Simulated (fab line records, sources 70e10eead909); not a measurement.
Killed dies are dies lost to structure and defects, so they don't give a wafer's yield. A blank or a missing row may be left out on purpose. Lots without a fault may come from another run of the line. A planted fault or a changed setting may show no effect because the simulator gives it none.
Which tool did it? | flow nand_harc | 24 lots, 72 wafers sampled, at 2 steps of a route of 1302

WHAT THE GAUGES READ, wafer by wafer
NHARC_P_GATE_INSPECT_68.
lot  | measured     | on                | raw_defect_count
L074 | day 5 22:42  | defect_inspect-01 | 200 178 212
L075 | day 6 02:59  | defect_inspect-02 | 169 117 203
L076 | day 6 12:50  | defect_inspect-01 | 120 151 172
L077 | day 7 02:16  | defect_inspect-01 | 222 326 193
L078 | day 7 13:41  | defect_inspect-01 | 221 171 152
L079 | day 7 17:50  | defect_inspect-02 | 88 124 80
L080 | day 8 06:05  | defect_inspect-01 | 114 229 198
L081 | day 8 21:49  | defect_inspect-01 | 225 238 144
L082 | day 9 04:57  | defect_inspect-01 | 147 172 221
L083 | day 9 14:08  | defect_inspect-02 | 178 151 141
L084 | day 10 03:43 | defect_inspect-02 | 132 240 180
L085 | day 10 07:51 | defect_inspect-02 | 255 210 117
L086 | day 10 16:56 | defect_inspect-01 | 205 299 190
L088 | day 11 22:40 | defect_inspect-01 | 83 195 117
L087 | day 12 01:25 | defect_inspect-02 | 439 187 133
L089 | day 12 01:53 | defect_inspect-02 | 345 218 466
L090 | day 12 10:32 | defect_inspect-01 | 221 187 249
L091 | day 12 22:49 | defect_inspect-02 | 232 303 298
L092 | day 13 06:57 | defect_inspect-01 | 189 157 221
L094 | day 14 04:35 | defect_inspect-01 | 288 242 219
L093 | day 14 05:05 | defect_inspect-02 | 162 146 158
L095 | day 14 09:44 | defect_inspect-02 | 170 143 115
L097 | day 15 05:13 | defect_inspect-01 | 147 134 206
L096 | day 15 05:49 | defect_inspect-01 | 235 146 191

WHICH TOOL RAN EACH LOT (tool, then ch and the chambers of the sampled wafers, then the start)
lot  | NHARC_P_GATE_STRIP_95
L074 | plasma_asher-02 ch 0,1, day 5 20:53
L075 | plasma_asher-02 ch 0,1, day 6 01:10
L076 | plasma_asher-01 ch 0,1, day 6 11:01
L077 | plasma_asher-01 ch 0,1, day 7 00:19
L078 | plasma_asher-02 ch 1, day 7 11:52
L079 | plasma_asher-01 ch 0,1, day 7 15:59
L080 | plasma_asher-02 ch 0,1, day 8 04:06
L081 | plasma_asher-02 ch 0,1, day 8 19:59
L082 | plasma_asher-02 ch 0,1, day 9 03:08
L083 | plasma_asher-01 ch 0,1, day 9 12:18
L084 | plasma_asher-02 ch 0, day 10 01:52
L085 | plasma_asher-01 ch 0,1, day 10 06:01
L086 | plasma_asher-02 ch 0,1, day 10 15:07
L088 | plasma_asher-01 ch 0,1, day 11 20:50
L087 | plasma_asher-02 ch 0,1, day 11 23:34
L089 | plasma_asher-01 ch 0,1, day 12 00:04
L090 | plasma_asher-02 ch 0,1, day 12 08:44
L091 | plasma_asher-02 ch 1, day 12 20:55
L092 | plasma_asher-02 ch 0,1, day 13 05:07
L094 | plasma_asher-02 ch 0,1, day 14 02:44
L093 | plasma_asher-01 ch 0,1, day 14 03:04
L095 | plasma_asher-01 ch 0,1, day 14 07:55
L097 | plasma_asher-01 ch 0,1, day 15 03:22
L096 | plasma_asher-02 ch 0,1, day 15 04:01
- NHARC_P_GATE_STRIP_95: strips in O2.

WHAT THE TOOLS THEMSELVES READ (means of the sampled wafers that have a number; where no wafer has one, the mark that the record gives instead)
NHARC_P_GATE_STRIP_95.
lot  | tool            | drypump_motor_current_A (A) | heater_power_w (W)
L074 | plasma_asher-02 | 5.9                         | 355
L075 | plasma_asher-02 | 5.9                         | 338
L076 | plasma_asher-01 | 4.9                         | 347
L077 | plasma_asher-01 | 5.1                         | 351
L078 | plasma_asher-02 | 5.9                         | 331
L079 | plasma_asher-01 | 4.9                         | 351
L080 | plasma_asher-02 | 5.9                         | 343
L081 | plasma_asher-02 | 5.9                         | 340
L082 | plasma_asher-02 | 5.9                         | 336
L083 | plasma_asher-01 | 5.1                         | 367
L084 | plasma_asher-02 | 5.9                         | 365
L085 | plasma_asher-01 | 5.0                         | 360
L086 | plasma_asher-02 | 5.9                         | 347
L088 | plasma_asher-01 | 4.9                         | 364
L087 | plasma_asher-02 | 5.9                         | 345
L089 | plasma_asher-01 | 4.9                         | 357
L090 | plasma_asher-02 | 5.9                         | 347
L091 | plasma_asher-02 | 5.9                         | 341
L092 | plasma_asher-02 | 5.9                         | 342
L094 | plasma_asher-02 | 5.9                         | 349
L093 | plasma_asher-01 | 5.1                         | 359
L095 | plasma_asher-01 | 4.9                         | 357
L097 | plasma_asher-01 | 5.1                         | 362
L096 | plasma_asher-02 | 5.9                         | 339

THE ANSWER, worked out from the rows above alone
Rule: what is usual is taken from the lots themselves. Put in order of their means at a reading, lots are off if they are a third of the lots or fewer, leave a main group of 4 or more, and stand apart from it by a gap of 3 or more times the standard deviation of the main group's means; of several such gaps the widest counts. A main group whose means are all the same, to the digits that the tables above print for the reading, isn't used. A lot without any number at a reading at which 4 lots or more have one is off too. The other lots that the step has rows for count as sound. The gauges are gone through in route order, then the tools' own readings, and for those a lot's mean is taken as printed above. The first step at which some lot is off is used, and at that step the reading that is off furthest; a lot without a number counts as furthest.
No lot is off at any reading shown: from this, nothing can be told.

WHAT THE SIMULATOR HAD PUT IN
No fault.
